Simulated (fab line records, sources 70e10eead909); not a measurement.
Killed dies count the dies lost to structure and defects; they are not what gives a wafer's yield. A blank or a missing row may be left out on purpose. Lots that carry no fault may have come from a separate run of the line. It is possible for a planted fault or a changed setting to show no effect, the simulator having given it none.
A single fault, viewed from 2 desks -- flow nand-harc -- each desk holds nothing but its own numbers, with what lay behind them at the end

## TOOL OWNER'S DESK, rie-diel-05
The tool's own readings at NHARC_A_CHANNEL_HOLE_D1_ETCH_16 (etches the open film in O2/COS, target depth 3100 nm, time 806 s): means of the sampled wafers that have a number, for each lot that ran on this tool. A lot is out of limits, marked OUT, if its mean lies more than 4 standard deviations from the usual mean; the brackets give that distance.
Columns: A = drypump-motor-current-A at NHARC_A_CHANNEL_HOLE_D1_ETCH_16, usual 5.7 A; B = oes-product-au at NHARC_A_CHANNEL_HOLE_D1_ETCH_16, usual 0.998 a.u.; C = rf-vpp-V at NHARC_A_CHANNEL_HOLE_D1_ETCH_16, usual 313.9 V; D = run-length-s at NHARC_A_CHANNEL_HOLE_D1_ETCH_16, usual 827.3 s; E = showerhead-plenum-p-Torr at NHARC_A_CHANNEL_HOLE_D1_ETCH_16, usual 3.10 Torr; F = throttle-valve-pct at NHARC_A_CHANNEL_HOLE_D1_ETCH_16, usual 28.329 %
lot,first seen here,A,B,C,D,E,F
L911,day 8 12:32,5.7,0.999,312.7,827.4,3.07,28.322
L912,day 8 22:17,5.6,0.987,314.5,827.2,3.11,28.329
L920,day 12 10:40,5.4,1.018,315.9,767.0 (-99 or more) OUT,3.17,28.328
L921,day 12 20:05,5.6,0.994,312.9,706.5 (-99 or more) OUT,3.11,28.334
L922,day 13 15:36,5.6,1.003,314.5,766.7 (-99 or more) OUT,3.11,28.329
L929,day 16 03:11,5.7,1.002,313.0,827.3,3.01,28.330
L930,day 16 10:40,5.6,0.997,313.9,827.3,3.11,28.331
L931,day 16 22:26,5.6,1.003,313.4,827.0,3.10,28.324
L932,day 17 11:35,5.7,0.989,313.1,827.2,3.01,28.325
This desk's verdict: out of limits on L920, L921, L922, starting with L920 at day 12 10:40 (run-length-s at NHARC_A_CHANNEL_HOLE_D1_ETCH_16). In limits: L911, L912, L929, L930, L931, L932.

## METROLOGY DESK
What the gauges read, lot by lot, whatever tool the lot ran on: means of the sampled wafers that have a number. A lot is out of limits, marked OUT, if its mean lies more than 4 standard deviations from the usual mean; the brackets give that distance.
Columns: A = thk-nm at NHARC_A_ONON_D1_THK_MEAS_08, usual 1001 nm; B = overlay-x-nm at NHARC_A_CHANNEL_HOLE_D1_OVL_MEAS_11, usual 0.1 nm; C = overlay-y-nm at NHARC_A_CHANNEL_HOLE_D1_OVL_MEAS_11, usual -0.1 nm
lot,first seen here,A,B,C
L911,day 7 18:44,999,0.7,-0.1
L912,day 8 05:52,1010,-0.5,1.2
L920,day 11 19:34,1015,-1.0,-1.3
L921,day 12 04:54,1011,-0.9,-0.8
L923,day 12 20:35,998,-1.7,-0.4
L922,day 12 20:36,1005,-1.0,0.7
L926,day 13 18:29,1003,0.0,-1.6
L929,day 15 08:41,1008,-0.9,-0.2
L930,day 15 18:27,1000,-0.4,-0.7
L931,day 16 06:07,995,1.4,-0.1
L932,day 16 18:48,998,0.5,-0.3
L933,day 17 06:04,995,1.4,-0.9
L934,day 17 06:04,982,0.4,-0.3
This desk found nothing out of limits on any of the 13 lots.

## PUT TOGETHER
The tool owner's desk could have raised an alarm at day 12 10:40, on L920, L921, L922.
Metrology desk: nothing out of limits seen.
The metrology desk holds a record of L920, L921, L922, inside its limits.
Every lot named ran NHARC_A_CHANNEL_HOLE_D1_ETCH_16 on rie-diel-05.

## WHAT THE SIMULATOR HAD INSERTED
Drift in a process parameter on rie-diel-05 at NHARC_A_CHANNEL_HOLE_D1_ETCH_16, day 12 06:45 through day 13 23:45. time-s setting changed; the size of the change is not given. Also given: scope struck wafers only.
Lots struck among those shown: L920, L921, L922.
How many hours passed from the start of the fault until each desk's first out-of-limits reading: the tool owner's desk, 4.
